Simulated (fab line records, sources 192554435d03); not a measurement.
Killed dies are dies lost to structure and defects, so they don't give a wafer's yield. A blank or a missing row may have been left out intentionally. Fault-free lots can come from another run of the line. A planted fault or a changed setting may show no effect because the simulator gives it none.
Problem report, 8D (eight disciplines) form, completed by code / flow n5_finfet / the parts of the form that need people (team, actions taken, sign-off) are left out

## 1. PROBLEM STATEMENT
N5_MOL_CONTACT_COAG_INSPECT_57, raw_defect_count: mean 1031 over 1 wafer from 1 lot; wafers with no fault: 210, standard deviation 64. That is +13 standard deviations from the usual mean.
The step: inspects for defects (brightfield).
Seen first at day 7 12:48 on defect_inspect-01, wafer L949.6. Wafers with a number at this step in the record: 27, from 9 lots. Rule for "out" (also "out of limits"): further than 4 standard deviations from the usual mean. Any other wafer with a number is counted as sound.

## 2. WHAT IT IS, WHAT IT ISN'T
question=which readings at this step | is=raw_defect_count | is not=-
question=which lots | is=L949 | is not=L942, L943, L944, L955, L959, L960, L961, L962
question=which wafers of those lots | is=L949.6 | is not=L949.1, L949.5
question=read on which gauges | is=defect_inspect-01 | is not=defect_inspect-02
question=when | is=from day 7 12:48 | is not=up to then (11 sound wafers); but 15 sound wafers of L955, L959, L960, L961, L962 came after

## 3. SUSPECTS, AND WHAT RULES EACH OUT
Counting: if a tool at a process step up to the reading ran every lot that is out, it stays a suspect. Sound lots after the first of them don't rule it out here, since some wafers of a struck lot are sound.
- the gauge at N5_MOL_CONTACT_COAG_INSPECT_57 has been ruled out. All the wafers that are out were read on defect_inspect-01, but those of them that N5_PASSIVATION_PROBE_49 has rows for are out there too, on other tools.
- cvd_co-02 at N5_MOL_CONTACT_COAG_CO_FILL_22 (material Co, precursor CCTBA/H2, target thk 20 nm): kept. It ran the lot that is out, L949 (day 7 06:10); its last sound lot up to then is L944 (day 6 00:43).
- pvd_sputter-01 at N5_MOL_CONTACT_COAG_PRE_CLEAN_142 (time 60 s): kept. It ran the lot that is out, L949 (day 7 08:50); its last sound lot up to then is L944 (day 6 03:41).
- cmp-01 at N5_MOL_CONTACT_COAG_CMP_28 (polishes, stops on SiNx, t overpolish 0.85 s, target thk 14.522 nm): kept. It ran the lot that is out, L949 (day 7 11:34); its last sound lot up to then is L942 (day 5 18:00).
- At N5_MOL_CONTACT_COAG_CMP_28 on cmp-01, chamber 2 took the sound wafers of the same lots and chamber 1 took the wafers that are out.
Left after counting: cvd_co-02 at N5_MOL_CONTACT_COAG_CO_FILL_22, pvd_sputter-01 at N5_MOL_CONTACT_COAG_PRE_CLEAN_142, cmp-01 at N5_MOL_CONTACT_COAG_CMP_28.

## 4. THE CAUSE (what the simulator had put in)
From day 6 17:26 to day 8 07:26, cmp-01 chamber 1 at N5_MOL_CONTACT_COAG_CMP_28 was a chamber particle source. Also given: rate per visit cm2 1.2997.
3 suspects survive the count, and this tool is in that group.

## 5. SEQUENCE OF EFFECTS, ordered by route
One row per reading whose mean, taken over the struck wafers that have a number, lies over 3 standard deviations from the usual. Only readings for which the record gives a usual standard deviation are gone through. hours: the time from each lot's start at the first step in this table that gives one to its start at this step, as a median over the lots. sigmas: the change in usual standard deviations.
hours=0; step=N5_MOL_CONTACT_COAG_INSPECT_57; reading=raw_defect_count; usual=210; on struck wafers=1031; change=+821; sigmas=+13
hours=165; step=N5_PASSIVATION_PROBE_49; reading=defect_limited_yield; usual=91.4 %; on struck wafers=43.1; change=-48.3; sigmas=-30
hours=165; step=N5_PASSIVATION_PROBE_49; reading=killed_at_contacts; usual=11; on struck wafers=591; change=+580; sigmas=+99 or more
hours=165; step=N5_PASSIVATION_PROBE_49; reading=killed_dies; usual=102; on struck wafers=672; change=+570; sigmas=+30
hours=165; step=N5_PASSIVATION_PROBE_49; reading=killed_on_rim; usual=13; on struck wafers=95; change=+82; sigmas=+19
hours=165; step=N5_PASSIVATION_PROBE_49; reading=sort_bin_5_function; usual=5.1 %; on struck wafers=36.2; change=+31.1; sigmas=+28
hours=165; step=N5_PASSIVATION_PROBE_49; reading=sort_bin_6_memory; usual=3.2 %; on struck wafers=16.6; change=+13.4; sigmas=+19
hours=165; step=N5_PASSIVATION_PROBE_49; reading=sort_n_pass; usual=1078; on struck wafers=508; change=-570; sigmas=-30
hours=165; step=N5_PASSIVATION_PROBE_49; reading=sort_yield_pct; usual=91.4 %; on struck wafers=43.1; change=-48.3; sigmas=-30
Process steps it contains:
- N5_PASSIVATION_PROBE_49
Later steps that measure or inspect, where all struck wafers having a row at the step show a number for every such reading and not one has moved that far: N5_BEOL_M4_RC_MEAS_101.

## 6. HOW IT WOULD HAVE BEEN CAUGHT EARLIER
In this record the first reading out of limits at a measuring or inspecting step was taken at day 7 12:48, 19 hours after the fault began at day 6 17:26.
Of the tool readings at N5_MOL_CONTACT_COAG_CMP_28 for which the record gives a usual standard deviation, none was out on any struck wafer, so an alarm limit of 4 standard deviations on them would not have fired.
By day 7 12:48, every lot that is out (1) had started N5_MOL_CONTACT_COAG_CMP_28 on cmp-01. A hold on the tool at that time would have spared none of them.
